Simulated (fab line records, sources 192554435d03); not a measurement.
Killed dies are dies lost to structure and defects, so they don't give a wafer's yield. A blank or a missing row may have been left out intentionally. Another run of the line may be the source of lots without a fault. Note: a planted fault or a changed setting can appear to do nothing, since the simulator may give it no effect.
Which tool did it? / flow n5-finfet / 27 wafers from 10 lots sampled at 5 of the route's 1938 steps

## WHAT THE GAUGES SHOWED, per wafer
N5_BEOL_M4_RC_MEAS_101. Usual: DIBL_N 36.5 mV/V, standard deviation 1.4; DIBL_P 36.6 mV/V, standard deviation 1.9; IOFF_N 0.167 nA/um, standard deviation 0.029; IOFF_P 0.21 nA/um, standard deviation 0.033; ION_N 674 uA/um, standard deviation 12; ION_P 460 uA/um, standard deviation 8.9; SS_N 71.6 mV/dec, standard deviation 0.57; SS_P 73.4 mV/dec, standard deviation 0.61; VT_N 249 mV, standard deviation 3.3; VT_P -250 mV, standard deviation 3.3.
lot=L891; measured=day 8 10:22; on=prober-02; DIBL_N (mV/V)=36.0 34.5 38.5; DIBL_P (mV/V)=36.0 33.9 39.2; IOFF_N (nA/um)=0.160 0.134 0.214; IOFF_P (nA/um)=0.20 0.18 0.26; ION_N (uA/um)=664 657 674; ION_P (uA/um)=454 450 459; SS_N (mV/dec)=71.5 71.3 72.6; SS_P (mV/dec)=73.9 73.7 74.7; VT_N (mV)=250 252 244; VT_P (mV)=-252 -256 -247; flag=
lot=L894; measured=day 9 04:07; on=prober-01; DIBL_N (mV/V)=35.8 35.5 37.0; DIBL_P (mV/V)=34.7 34.8 36.7; IOFF_N (nA/um)=0.145 0.150 0.172; IOFF_P (nA/um)=0.19 0.20 0.23; ION_N (uA/um)=660 681 667; ION_P (uA/um)=451 465 460; SS_N (mV/dec)=71.2 71.0 70.9; SS_P (mV/dec)=73.5 73.2 73.8; VT_N (mV)=249 250 248; VT_P (mV)=-251 -249 -248; flag=
lot=L895; measured=day 9 12:04; on=prober-01; DIBL_N (mV/V)=37.1 35.5 35.7; DIBL_P (mV/V)=38.5 35.8 36.4; IOFF_N (nA/um)=0.212 0.180 0.170; IOFF_P (nA/um)=0.25 0.21 0.21; ION_N (uA/um)=682 694 678; ION_P (uA/um)=468 470 462; SS_N (mV/dec)=72.3 72.4 72.6; SS_P (mV/dec)=73.9 72.8 73.1; VT_N (mV)=246 246 248; VT_P (mV)=-248 -249 -249; flag=
lot=L897; measured=day 9 18:21; on=prober-02; DIBL_N (mV/V)=36.2 35.3 37.7; DIBL_P (mV/V)=35.3 35.3 38.0; IOFF_N (nA/um)=0.164 0.157 0.191; IOFF_P (nA/um)=0.18 0.18 0.23; ION_N (uA/um)=669 678 679; ION_P (uA/um)=453 457 467; SS_N (mV/dec)=72.0 71.5 72.2; SS_P (mV/dec)=72.7 73.0 74.1; VT_N (mV)=249 248 245; VT_P (mV)=-253 -253 -249; flag=
lot=L898; measured=day 9 22:53; on=prober-01; DIBL_N (mV/V)=35.4 37.5 36.1; DIBL_P (mV/V)=34.6 37.5 35.6; IOFF_N (nA/um)=0.153 0.210 0.158; IOFF_P (nA/um)=0.18 0.21 0.18; ION_N (uA/um)=678 689 671; ION_P (uA/um)=460 465 453; SS_N (mV/dec)=71.9 71.5 71.5; SS_P (mV/dec)=72.6 73.6 72.5; VT_N (mV)=250 245 249; VT_P (mV)=-254 -251 -253; flag=
lot=L900; measured=day 10 17:23; on=prober-01; DIBL_N (mV/V)=37.6 36.9 36.2; DIBL_P (mV/V)=37.8 38.0 36.3; IOFF_N (nA/um)=0.174 0.172 0.153; IOFF_P (nA/um)=0.24 0.26 0.22; ION_N (uA/um)=669 694 684; ION_P (uA/um)=461 477 468; SS_N (mV/dec)=71.9 71.3 71.9; SS_P (mV/dec)=73.7 73.5 73.2; VT_N (mV)=250 248 249; VT_P (mV)=-250 -247 -247; flag=
lot=L906; measured=day 12 05:31; on=prober-02; DIBL_N (mV/V)=38.2 36.2; DIBL_P (mV/V)=38.8 36.2; IOFF_N (nA/um)=0.181 0.152; IOFF_P (nA/um)=0.21 0.17; ION_N (uA/um)=666 664; ION_P (uA/um)=450 446; SS_N (mV/dec)=71.6 70.7; SS_P (mV/dec)=74.3 73.0; VT_N (mV)=246 249; VT_P (mV)=-253 -255; flag=
lot=L907; measured=day 13 01:41; on=prober-01; DIBL_N (mV/V)=37.9 39.4; DIBL_P (mV/V)=38.4 41.1; IOFF_N (nA/um)=0.174 0.228; IOFF_P (nA/um)=0.24 0.29; ION_N (uA/um)=668 703; ION_P (uA/um)=462 481; SS_N (mV/dec)=72.1 71.8; SS_P (mV/dec)=73.4 74.9; VT_N (mV)=248 245; VT_P (mV)=-251 -247; flag=
lot=L908; measured=day 12 22:46; on=prober-02; DIBL_N (mV/V)=35.4 36.2 35.8; DIBL_P (mV/V)=35.2 34.6 35.9; IOFF_N (nA/um)=0.142 0.146 0.151; IOFF_P (nA/um)=0.17 0.16 0.18; ION_N (uA/um)=675 669 684; ION_P (uA/um)=463 446 466; SS_N (mV/dec)=71.0 71.2 71.3; SS_P (mV/dec)=72.1 73.0 73.0; VT_N (mV)=249 252 252; VT_P (mV)=-251 -256 -254; flag=
lot=L909; measured=day 13 01:34; on=prober-02; DIBL_N (mV/V)=36.3 35.4; DIBL_P (mV/V)=36.5 35.1; IOFF_N (nA/um)=0.160 0.140; IOFF_P (nA/um)=0.20 0.19; ION_N (uA/um)=671 673; ION_P (uA/um)=456 459; SS_N (mV/dec)=72.0 70.9; SS_P (mV/dec)=74.1 74.4; VT_N (mV)=248 252; VT_P (mV)=-253 -253; flag=

## WHICH TOOL RAN EACH LOT (tool, then ch and the chambers of the sampled wafers, then the start)
lot=L891; N5_HKMG_FIN_ETCH_35=rie-diel-06 ch 1,3, day 4 14:21; N5_HKMG_FIN_STRIP_19=plasma-asher-02 ch 0,1, day 4 14:38; N5_HKMG_FIN_STRIP_88=plasma-asher-01 ch 0, day 4 15:37; N5_HKMG_FIN_ALD_21=ald-metal-02 ch 1,3, day 4 17:12
lot=L894; N5_HKMG_FIN_ETCH_35=rie-diel-02 ch 0,1,3, day 5 08:28; N5_HKMG_FIN_STRIP_19=plasma-asher-02 ch 0,1, day 5 08:53; N5_HKMG_FIN_STRIP_88=plasma-asher-01 ch 0,1, day 5 09:52; N5_HKMG_FIN_ALD_21=ald-metal-02 ch 0,1,3, day 5 11:19
lot=L895; N5_HKMG_FIN_ETCH_35=rie-diel-06 ch 0,1,2, day 5 15:50; N5_HKMG_FIN_STRIP_19=plasma-asher-01 ch 0,1, day 5 16:15; N5_HKMG_FIN_STRIP_88=plasma-asher-02 ch 0,1, day 5 17:29; N5_HKMG_FIN_ALD_21=ald-metal-02 ch 0,1,3, day 5 18:56
lot=L897; N5_HKMG_FIN_ETCH_35=rie-diel-05 ch 1,2, day 6 02:34; N5_HKMG_FIN_STRIP_19=plasma-asher-01 ch 0,1, day 6 02:52; N5_HKMG_FIN_STRIP_88=plasma-asher-02 ch 0,1, day 6 03:51; N5_HKMG_FIN_ALD_21=ald-metal-02 ch 0,2, day 6 05:25
lot=L898; N5_HKMG_FIN_ETCH_35=rie-diel-05 ch 0,1,3, day 6 08:11; N5_HKMG_FIN_STRIP_19=plasma-asher-02 ch 0,1, day 6 08:29; N5_HKMG_FIN_STRIP_88=plasma-asher-02 ch 0,1, day 6 09:28; N5_HKMG_FIN_ALD_21=ald-metal-03 ch 0,2,3, day 6 11:09
lot=L900; N5_HKMG_FIN_ETCH_35=rie-diel-02 ch 0,1,2, day 7 03:22; N5_HKMG_FIN_STRIP_19=plasma-asher-01 ch 0,1, day 7 03:40; N5_HKMG_FIN_STRIP_88=plasma-asher-02 ch 0,1, day 7 04:38; N5_HKMG_FIN_ALD_21=ald-metal-03 ch 1,2,3, day 7 06:12
lot=L906; N5_HKMG_FIN_ETCH_35=rie-diel-02 ch 0,2, day 8 13:25; N5_HKMG_FIN_STRIP_19=plasma-asher-02 ch 0,1, day 8 13:50; N5_HKMG_FIN_STRIP_88=plasma-asher-01 ch 0, day 8 14:50; N5_HKMG_FIN_ALD_21=ald-metal-03 ch 0,2, day 8 16:17
lot=L907; N5_HKMG_FIN_ETCH_35=rie-diel-06 ch 0,3, day 8 17:01; N5_HKMG_FIN_STRIP_19=plasma-asher-02 ch 0,1, day 8 17:21; N5_HKMG_FIN_STRIP_88=plasma-asher-02 ch 0,1, day 8 18:20; N5_HKMG_FIN_ALD_21=ald-metal-03 ch 2,3, day 8 19:46
lot=L908; N5_HKMG_FIN_ETCH_35=rie-diel-06 ch 1,3, day 9 00:30; N5_HKMG_FIN_STRIP_19=plasma-asher-02 ch 0,1, day 9 00:48; N5_HKMG_FIN_STRIP_88=plasma-asher-01 ch 0,1, day 9 01:46; N5_HKMG_FIN_ALD_21=ald-metal-04 ch 0,1,3, day 9 03:20
lot=L909; N5_HKMG_FIN_ETCH_35=rie-diel-02 ch 2, day 9 03:19; N5_HKMG_FIN_STRIP_19=plasma-asher-01 ch 1, day 9 03:37; N5_HKMG_FIN_STRIP_88=plasma-asher-01 ch 0,1, day 9 04:49; N5_HKMG_FIN_ALD_21=ald-metal-03 ch 0,2, day 9 06:29
- N5_HKMG_FIN_ETCH_35: etches SOC in N2/H2, target depth 215.8 nm, time 243.4 s.
- N5_HKMG_FIN_STRIP_19: strips in N2/H2, time 360 s.
- N5_HKMG_FIN_STRIP_88: strips in N2/H2, time 360 s.
- N5_HKMG_FIN_ALD_21: deposits TiN, target thk 1.5 nm, pulse time 1 s, purge time 3 s.

## WHAT THE TOOLS THEMSELVES READ (means of the sampled wafers that have a number; where no wafer has one, the mark that the record gives instead)
N5_HKMG_FIN_ETCH_35. Usual: drypump-motor-current-A 5.6 A, standard deviation 0.53; oes-product-au 0.78 a.u., standard deviation 0.081; rf-vpp-V 141.7 V, standard deviation 1.2; showerhead-plenum-p-Torr 2.56 Torr, standard deviation 0.086; throttle-valve-pct 17.67 %, standard deviation 0.28.
lot=L891; tool=rie-diel-06; drypump-motor-current-A (A)=6.1; oes-product-au (a.u.)=0.70; rf-vpp-V (V)=141.7; showerhead-plenum-p-Torr (Torr)=2.58; throttle-valve-pct (%)=17.84; flag=
lot=L894; tool=rie-diel-02; drypump-motor-current-A (A)=5.8; oes-product-au (a.u.)=0.82; rf-vpp-V (V)=141.2; showerhead-plenum-p-Torr (Torr)=2.56; throttle-valve-pct (%)=17.64; flag=
lot=L895; tool=rie-diel-06; drypump-motor-current-A (A)=5.5; oes-product-au (a.u.)=0.78; rf-vpp-V (V)=141.2; showerhead-plenum-p-Torr (Torr)=2.54; throttle-valve-pct (%)=17.84; flag=
lot=L897; tool=rie-diel-05; drypump-motor-current-A (A)=5.4; oes-product-au (a.u.)=0.77; rf-vpp-V (V)=141.1; showerhead-plenum-p-Torr (Torr)=2.55; throttle-valve-pct (%)=17.62; flag=
lot=L898; tool=rie-diel-05; drypump-motor-current-A (A)=5.2; oes-product-au (a.u.)=0.73; rf-vpp-V (V)=142.3; showerhead-plenum-p-Torr (Torr)=2.50; throttle-valve-pct (%)=17.68; flag=
lot=L900; tool=rie-diel-02; drypump-motor-current-A (A)=5.7; oes-product-au (a.u.)=0.83; rf-vpp-V (V)=142.4; showerhead-plenum-p-Torr (Torr)=2.60; throttle-valve-pct (%)=17.53; flag=
lot=L906; tool=rie-diel-02; drypump-motor-current-A (A)=5.5; oes-product-au (a.u.)=0.86; rf-vpp-V (V)=141.5; showerhead-plenum-p-Torr (Torr)=2.58; throttle-valve-pct (%)=17.32; flag=
lot=L907; tool=rie-diel-06; drypump-motor-current-A (A)=5.8; oes-product-au (a.u.)=0.78; rf-vpp-V (V)=143.4; showerhead-plenum-p-Torr (Torr)=2.65; throttle-valve-pct (%)=17.70; flag=
lot=L908; tool=rie-diel-06; drypump-motor-current-A (A)=5.6; oes-product-au (a.u.)=0.68; rf-vpp-V (V)=141.5; showerhead-plenum-p-Torr (Torr)=2.53; throttle-valve-pct (%)=17.87; flag=
lot=L909; tool=rie-diel-02; drypump-motor-current-A (A)=5.3; oes-product-au (a.u.)=0.88; rf-vpp-V (V)=142.6; showerhead-plenum-p-Torr (Torr)=2.69; throttle-valve-pct (%)=17.27; flag=

N5_HKMG_FIN_STRIP_19. Usual: drypump-motor-current-A 5.35 A, standard deviation 0.22; heater-power-w 429 W, standard deviation 32.
lot=L891; tool=plasma-asher-02; drypump-motor-current-A (A)=5.24; heater-power-w (W)=421; flag=
lot=L894; tool=plasma-asher-02; drypump-motor-current-A (A)=5.12; heater-power-w (W)=434; flag=
lot=L895; tool=plasma-asher-01; drypump-motor-current-A (A)=5.44; heater-power-w (W)=446; flag=
lot=L897; tool=plasma-asher-01; drypump-motor-current-A (A)=5.44; heater-power-w (W)=447; flag=
lot=L898; tool=plasma-asher-02; drypump-motor-current-A (A)=5.23; heater-power-w (W)=425; flag=
lot=L900; tool=plasma-asher-01; drypump-motor-current-A (A)=5.43; heater-power-w (W)=435; flag=
lot=L906; tool=plasma-asher-02; drypump-motor-current-A (A)=5.19; heater-power-w (W)=436; flag=
lot=L907; tool=plasma-asher-02; drypump-motor-current-A (A)=5.18; heater-power-w (W)=426; flag=
lot=L908; tool=plasma-asher-02; drypump-motor-current-A (A)=5.11; heater-power-w (W)=429; flag=
lot=L909; tool=plasma-asher-01; drypump-motor-current-A (A)=5.33; heater-power-w (W)=472; flag=

N5_HKMG_FIN_STRIP_88. Usual: drypump-motor-current-A 5.34 A, standard deviation 0.22; heater-power-w 429 W, standard deviation 32.
lot=L891; tool=plasma-asher-01; drypump-motor-current-A (A)=5.68; heater-power-w (W)=391; flag=
lot=L894; tool=plasma-asher-01; drypump-motor-current-A (A)=5.52; heater-power-w (W)=415; flag=
lot=L895; tool=plasma-asher-02; drypump-motor-current-A (A)=5.11; heater-power-w (W)=430; flag=
lot=L897; tool=plasma-asher-02; drypump-motor-current-A (A)=5.13; heater-power-w (W)=434; flag=
lot=L898; tool=plasma-asher-02; drypump-motor-current-A (A)=5.14; heater-power-w (W)=427; flag=
lot=L900; tool=plasma-asher-02; drypump-motor-current-A (A)=5.12; heater-power-w (W)=440; flag=
lot=L906; tool=plasma-asher-01; drypump-motor-current-A (A)=5.62; heater-power-w (W)=390; flag=
lot=L907; tool=plasma-asher-02; drypump-motor-current-A (A)=5.18; heater-power-w (W)=423; flag=
lot=L908; tool=plasma-asher-01; drypump-motor-current-A (A)=5.44; heater-power-w (W)=452; flag=
lot=L909; tool=plasma-asher-01; drypump-motor-current-A (A)=5.50; heater-power-w (W)=428; flag=

N5_HKMG_FIN_ALD_21. Usual: heater-power-w 875 W, standard deviation 87; precursor-pulse-height-rel 1.002, standard deviation 0.019.
lot=L891; tool=ald-metal-02; heater-power-w (W)=783; precursor-pulse-height-rel=1.004; flag=
lot=L894; tool=ald-metal-02; heater-power-w (W)=856; precursor-pulse-height-rel=1.003; flag=
lot=L895; tool=ald-metal-02; heater-power-w (W)=857; precursor-pulse-height-rel=1.018; flag=
lot=L897; tool=ald-metal-02; heater-power-w (W)=967; precursor-pulse-height-rel=0.998; flag=
lot=L898; tool=ald-metal-03; heater-power-w (W)=878; precursor-pulse-height-rel=1.004; flag=
lot=L900; tool=ald-metal-03; heater-power-w (W)=892; precursor-pulse-height-rel=0.997; flag=
lot=L906; tool=ald-metal-03; heater-power-w (W)=836; precursor-pulse-height-rel=0.984; flag=
lot=L907; tool=ald-metal-03; heater-power-w (W)=902; precursor-pulse-height-rel=0.987; flag=
lot=L908; tool=ald-metal-04; heater-power-w (W)=857; precursor-pulse-height-rel=0.990; flag=
lot=L909; tool=ald-metal-03; heater-power-w (W)=837; precursor-pulse-height-rel=1.011; flag=

## THE ANSWER, worked out from the rows above alone
Rule: a lot is off if the mean of its wafers that have a number lies more than 3 standard deviations from the usual mean. A lot without any number at a reading at which 4 lots or more have one is off too. Any other lot the step has rows for is counted as sound. First the gauges in route order, then the tools' own readings, where a lot's mean is used as printed above. The first step at which some lot is off is used, and at that step the reading that is off furthest; a lot without a number counts as furthest.
No lot is off on any of the readings shown, so nothing can be concluded from this.

## WHAT THE SIMULATOR HAD PUT IN
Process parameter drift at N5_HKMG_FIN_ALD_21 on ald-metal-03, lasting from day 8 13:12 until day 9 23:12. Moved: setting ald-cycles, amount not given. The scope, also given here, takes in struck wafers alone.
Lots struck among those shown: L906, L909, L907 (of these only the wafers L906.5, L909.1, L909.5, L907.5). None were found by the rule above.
